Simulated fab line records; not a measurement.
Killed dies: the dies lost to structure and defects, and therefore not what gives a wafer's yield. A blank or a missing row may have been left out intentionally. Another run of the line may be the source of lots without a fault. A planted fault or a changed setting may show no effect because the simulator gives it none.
fab line records	flow nandHarc	part 2 of 2: steps 22 to 31 of 31
[record] lots = 5	wafers = 15	lastDay = 30
route steps=1302 shown A_CONTACT@986
lots with no fault: from the same line, run without faults
startH: start of the lot's first displayed wafer, in hours after the record's first day	waitH: how many hours have passed since the lot's step before this one	" the same as in the row above	L1.1+2: a row that stands for several wafers	- no value, or no start given	* or withheld: withheld	< > ~ a bound
route shown NAME@n: names a module that has steps shown in the file, with the first one's number in the route	usual: mean/standard deviation taken from wafers without a fault	same: alike in all rows	chamber/n: place in a boat	sites: each site's reading	_std_site: standard deviation across them	_edge_site: mean of outer sites minus mean of inner sites	radiusMm: for every site, how far away it sits from the centre of the wafer	mask NAME#n: copy n	behind: the most recent tool/chamber to have shaped the wafer	hold: reason for holding the lot/hours on hold/outcome of the hold	device: which transistor (n, p or np) failed to switch	end of line: tests run on the same wafers once the route is complete	a step given without rows: its recipe and nothing more	killed: dies that structure and defects cost at the first sort, which is not the same as the wafer's yield	map: shows each die of a wafer: x if killed, . if not, _ if none is there
set.NAME: the setting as run; set.NAME@STEP: as run at that earlier step	model.NAME: the simulator's own value behind a step, which no gauge read
lots seen at some steps along the route; tables by step, rows by wafer
services: the hour from which a tool's chamber was out of use, counted from the record's first day as startH (under 0 if before that day), plus the number of hours and why
[[steps]]
[step NHARC_A_CONTACT_ETCH_113]
[recipe] sourceW = withheld	pressureMtorr = 20	biasV = 3000	timeS = 190	targetDepthA = 18500	arFlowSccm = withheld	c4f8FlowSccm = withheld	o2FlowSccm = withheld	chemistry = C4F8/O2/Ar
[same] timeS = 190
lot.wafer	tool	chamber	startH	waitH	rfHoursCounterH
L077.3	harCapEtch-02	1	525.21	0.1	-
L077.5	"	0	"	"	-
L077.6	"	1	"	"	-
L086.3	harCapEtch-02	1	599.49	0.1	-
L086.6	"	1	"	"	-
L086.5	"	0	"	"	-
L085.2	harCapEtch-01	0	607.79	0.2	14
L085.3	"	1	"	"	-
L085.4	"	0	"	"	-
L087.1	harCapEtch-03	1	628.01	0.1	69
L087.3	"	1	"	"	-
L087.5	"	1	"	"	-
L089.2	harCapEtch-01	0	631.69	0.1	20
L089.1	"	1	"	"	20
L089.6	"	0	"	"	-
[step NHARC_A_CONTACT_ETCH_114]
[recipe] sourceW = withheld	pressureMtorr = 20	biasV = 3000	timeS = 190	targetDepthA = 18500	arFlowSccm = withheld	c4f8FlowSccm = withheld	o2FlowSccm = withheld	chemistry = C4F8/O2/Ar
[same] timeS = 190
lot.wafer	tool	chamber	startH	waitH	rfHoursCounterH
L077.3	harCapEtch-02	1	525.38	0.1	-
L077.5	"	0	"	"	-
L077.6	"	1	"	"	-
L086.3	harCapEtch-02	1	599.67	0.1	-
L086.6	"	1	"	"	-
L086.5	"	0	"	"	-
L085.2	harCapEtch-01	0	608.02	0.2	14
L085.3	"	1	"	"	-
L085.4	"	0	"	"	-
L087.1	harCapEtch-03	1	628.17	0.1	69
L087.3	"	1	"	"	-
L087.5	"	1	"	"	-
L089.2	harCapEtch-01	0	631.86	0.1	20
L089.1	"	1	"	"	20
L089.6	"	0	"	"	-
[step NHARC_A_CONTACT_ETCH_115]
[recipe] sourceW = withheld	pressureMtorr = 20	biasV = 3000	timeS = 190	targetDepthA = 18500	arFlowSccm = withheld	c4f8FlowSccm = withheld	o2FlowSccm = withheld	chemistry = C4F8/O2/Ar
[same] timeS = 190
lot.wafer	tool	chamber	startH	waitH	rfHoursCounterH
L077.3	harCapEtch-02	1	525.56	0.1	-
L077.5	"	0	"	"	-
L077.6	"	1	"	"	-
L086.3	harCapEtch-02	1	599.84	0.1	-
L086.6	"	1	"	"	-
L086.5	"	0	"	"	-
L085.2	harCapEtch-01	0	608.24	0.2	14
L085.3	"	1	"	"	-
L085.4	"	0	"	"	-
L087.1	harCapEtch-03	1	628.35	0.1	69
L087.3	"	1	"	"	-
L087.5	"	1	"	"	-
L089.2	harCapEtch-01	0	632.03	0.1	20
L089.1	"	1	"	"	20
L089.6	"	0	"	"	-
[step NHARC_A_CONTACT_ETCH_116]
[recipe] sourceW = withheld	pressureMtorr = 20	biasV = 3000	timeS = 190	targetDepthA = 18500	arFlowSccm = withheld	c4f8FlowSccm = withheld	o2FlowSccm = withheld	chemistry = C4F8/O2/Ar
[same] timeS = 190
lot.wafer	tool	chamber	startH	waitH	rfHoursCounterH
L077.3	harCapEtch-02	1	525.73	0.1	-
L077.5	"	0	"	"	-
L077.6	"	1	"	"	-
L086.3	harCapEtch-02	1	600.01	0.1	-
L086.6	"	1	"	"	-
L086.5	"	0	"	"	-
L085.2	harCapEtch-01	0	608.47	0.2	14
L085.3	"	1	"	"	-
L085.4	"	0	"	"	-
L087.1	harCapEtch-03	1	628.52	0.1	70
L087.3	"	1	"	"	-
L087.5	"	1	"	"	-
L089.2	harCapEtch-01	0	632.21	0.1	20
L089.1	"	1	"	"	20
L089.6	"	0	"	"	-
[step NHARC_A_CONTACT_ETCH_117]
[recipe] sourceW = withheld	pressureMtorr = 20	biasV = 3000	timeS = 190	targetDepthA = 18500	arFlowSccm = withheld	c4f8FlowSccm = withheld	o2FlowSccm = withheld	chemistry = C4F8/O2/Ar
[same] timeS = 190
lot.wafer	tool	chamber	startH	waitH	rfHoursCounterH
L077.3	harCapEtch-02	1	525.90	0.1	-
L077.5	"	0	"	"	-
L077.6	"	1	"	"	-
L086.3	harCapEtch-02	1	600.18	0.1	-
L086.6	"	1	"	"	-
L086.5	"	0	"	"	-
L085.2	harCapEtch-01	0	608.70	0.2	14
L085.3	"	1	"	"	-
L085.4	"	0	"	"	-
L087.1	harCapEtch-03	1	628.69	0.1	70
L087.3	"	1	"	"	-
L087.5	"	1	"	"	-
L089.2	harCapEtch-01	0	632.38	0.1	20
L089.1	"	1	"	"	20
L089.6	"	0	"	"	-
[step NHARC_A_CONTACT_ETCH_118]
[recipe] sourceW = withheld	pressureMtorr = 20	biasV = 3000	timeS = 190	targetDepthA = 18500	arFlowSccm = withheld	c4f8FlowSccm = withheld	o2FlowSccm = withheld	chemistry = C4F8/O2/Ar
[same] timeS = 190
lot.wafer	tool	chamber	startH	waitH	rfHoursCounterH
L077.3	harCapEtch-02	1	526.07	0.1	-
L077.5	"	0	"	"	-
L077.6	"	1	"	"	-
L086.3	harCapEtch-02	1	600.35	0.1	-
L086.6	"	1	"	"	-
L086.5	"	0	"	"	-
L085.2	harCapEtch-01	0	608.93	0.2	15
L085.3	"	1	"	"	-
L085.4	"	0	"	"	-
L087.1	harCapEtch-03	1	628.86	0.1	70
L087.3	"	1	"	"	-
L087.5	"	1	"	"	-
L089.2	harCapEtch-01	0	632.55	0.1	20
L089.1	"	1	"	"	20
L089.6	"	0	"	"	-
[step NHARC_A_CONTACT_ETCH_119]
[recipe] sourceW = withheld	pressureMtorr = 20	biasV = 3000	timeS = 190	targetDepthA = 18500	arFlowSccm = withheld	c4f8FlowSccm = withheld	o2FlowSccm = withheld	chemistry = C4F8/O2/Ar
[same] timeS = 190
lot.wafer	tool	chamber	startH	waitH	rfHoursCounterH
L077.3	harCapEtch-02	1	526.24	0.1	-
L077.5	"	0	"	"	-
L077.6	"	1	"	"	-
L086.3	harCapEtch-02	1	600.52	0.1	-
L086.6	"	1	"	"	-
L086.5	"	0	"	"	-
L085.2	harCapEtch-01	0	609.15	0.2	15
L085.3	"	1	"	"	-
L085.4	"	0	"	"	-
L087.1	harCapEtch-03	1	629.03	0.1	70
L087.3	"	1	"	"	-
L087.5	"	1	"	"	-
L089.2	harCapEtch-01	0	632.72	0.1	21
L089.1	"	1	"	"	21
L089.6	"	0	"	"	-
[step NHARC_A_CONTACT_ETCH_120]
[recipe] sourceW = withheld	pressureMtorr = 20	biasV = 3000	timeS = 190	targetDepthA = 18500	arFlowSccm = withheld	c4f8FlowSccm = withheld	o2FlowSccm = withheld	chemistry = C4F8/O2/Ar
[same] timeS = 190
lot.wafer	tool	chamber	startH	waitH	rfHoursCounterH
L077.3	harCapEtch-02	1	526.41	0.1	-
L077.5	"	0	"	"	-
L077.6	"	1	"	"	-
L086.3	harCapEtch-02	1	600.69	0.1	-
L086.6	"	1	"	"	-
L086.5	"	0	"	"	-
L085.2	harCapEtch-01	0	609.37	0.2	15
L085.3	"	1	"	"	-
L085.4	"	0	"	"	-
L087.1	harCapEtch-03	1	629.20	0.1	70
L087.3	"	1	"	"	-
L087.5	"	1	"	"	-
L089.2	harCapEtch-01	0	632.89	0.1	21
L089.1	"	1	"	"	21
L089.6	"	0	"	"	-
[step NHARC_A_CONTACT_ETCH_121]
[recipe] sourceW = withheld	pressureMtorr = 20	biasV = 3000	timeS = 190	targetDepthA = 18500	arFlowSccm = withheld	c4f8FlowSccm = withheld	o2FlowSccm = withheld	chemistry = C4F8/O2/Ar
[same] timeS = 190
lot.wafer	tool	chamber	startH	waitH	rfHoursCounterH
L077.3	harCapEtch-02	1	526.58	0.1	-
L077.5	"	0	"	"	-
L077.6	"	1	"	"	-
L086.3	harCapEtch-02	1	600.86	0.1	-
L086.6	"	1	"	"	-
L086.5	"	0	"	"	-
L085.2	harCapEtch-01	0	609.55	0.1	15
L085.3	"	1	"	"	-
L085.4	"	0	"	"	-
L087.1	harCapEtch-03	1	629.37	0.1	70
L087.3	"	1	"	"	-
L087.5	"	1	"	"	-
L089.2	harCapEtch-01	0	633.06	0.1	21
L089.1	"	1	"	"	21
L089.6	"	0	"	"	-
[step NHARC_A_CONTACT_ETCH_122]
[recipe] sourceW = withheld	pressureMtorr = 20	biasV = 3000	timeS = 190	targetDepthA = 18500	arFlowSccm = withheld	c4f8FlowSccm = withheld	o2FlowSccm = withheld	chemistry = C4F8/O2/Ar
[same] timeS = 190
lot.wafer	tool	chamber	startH	waitH	rfHoursCounterH
L077.3	harCapEtch-02	1	526.75	0.1	-
L077.5	"	0	"	"	-
L077.6	"	1	"	"	-
L086.3	harCapEtch-02	1	601.03	0.1	-
L086.6	"	1	"	"	-
L086.5	"	0	"	"	-
L085.2	harCapEtch-01	0	609.72	0.1	15
L085.3	"	1	"	"	-
L085.4	"	0	"	"	-
L087.1	harCapEtch-03	1	629.54	0.1	71
L087.3	"	1	"	"	-
L087.5	"	1	"	"	-
L089.2	harCapEtch-01	0	633.23	0.1	21
L089.1	"	1	"	"	21
L089.6	"	0	"	"	-
[[services]]
tool	chamber	startH	hours	kind
rieDiel-06	3	498.17	35.2	repair
arfiScanner-02	-	500.08	6.2	repair
lithoTrack-01	-	505.00	7.0	pm
arfiScanner-01	-	513.16	5.8	repair
harCapEtch-01	0	514.00	-	clean
harCapEtch-01	1	514.00	-	clean
rieDiel-01	0	515.84	-	clean
rieDiel-01	1	515.84	-	clean
rieDiel-01	2	515.84	-	clean
rieDiel-01	3	515.84	-	clean
rieDiel-13	-	519.06	9.0	pm
lithoTrack-06	-	529.00	7.0	pm
pecvd-01	0	532.05	4.3	repair
arfiScanner-02	-	532.87	0.5	repair
pecvd-01	1	537.21	3.5	repair
arfiScanner-02	-	542.35	2.5	repair
pecvd-03	-	547.14	13.0	pm
rieDiel-06	-	548.65	3.7	repair
lithoTrack-04	-	553.00	7.0	pm
rieDiel-01	-	557.90	9.0	pm
arfiScanner-01	-	596.00	4.0	pm
rieDiel-01	-	602.36	3.7	repair
arfiScanner-02	-	611.66	4.8	repair
rieDiel-13	0	622.90	4.5	repair
